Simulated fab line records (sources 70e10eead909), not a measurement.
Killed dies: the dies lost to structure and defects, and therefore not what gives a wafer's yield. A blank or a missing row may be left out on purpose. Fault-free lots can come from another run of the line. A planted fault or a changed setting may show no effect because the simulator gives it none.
Chamber matching -- flow nand_harc -- NHARC_A_STAIRCASE_TRIM_196 on rie_diel-05 has 4 sister chambers
The step chemistry O2, time 211.2 s. 8 wafers are shown with their chamber, then 9 later ones without.

WAFERS, EACH WITH ITS CHAMBER
wafer,chamber,showerhead_plenum_p_Torr (Torr),drypump_motor_current_A (A)
L081.5,1,3.61,4.9
L079.4,2,3.30,5.7
L084.2,0,3.34,6.0
L084.4,1,3.60,5.0
L084.6,3,3.61,5.2
L088.1,2,3.28,5.8
L088.2,0,3.33,6.0
L088.4,3,3.60,5.3

WAFERS MISSING THEIR CHAMBER
wafer,showerhead_plenum_p_Torr (Torr),drypump_motor_current_A (A)
L089.1,3.59,4.9
L089.5,3.60,5.2
L089.6,3.33,6.0
L093.3,3.58,4.9
L093.5,3.59,5.2
L093.6,3.27,5.8
L096.2,3.32,6.0
L096.3,3.27,5.8
L096.5,3.32,6.0

EACH ONE'S CHAMBER
wafer,from the rows above,in truth
L089.1,1,1
L089.5,3,3
L089.6,0,0
L093.3,1,1
L093.5,3,3
L093.6,2,2
L096.2,0,0
L096.3,2,2
L096.5,0,0
Correct placement for 9 of the 9. Can't be placed from these rows: 0. Placed wrongly: 0.
How it was worked out, from the rows above alone: a wafer's distance from a chamber is the root of the sum, over the readings, of the square of ((its reading less the chamber's mean) divided by the reading's scatter). The wafer belongs to the nearest chamber; if the next one is less than 2 further off, it can't be placed. The mean given for a chamber averages the wafers shown for that chamber. The scatter: the root of (the sum of the squares of (reading less its chamber's mean) over the shown wafers, divided by (wafers less chambers)).
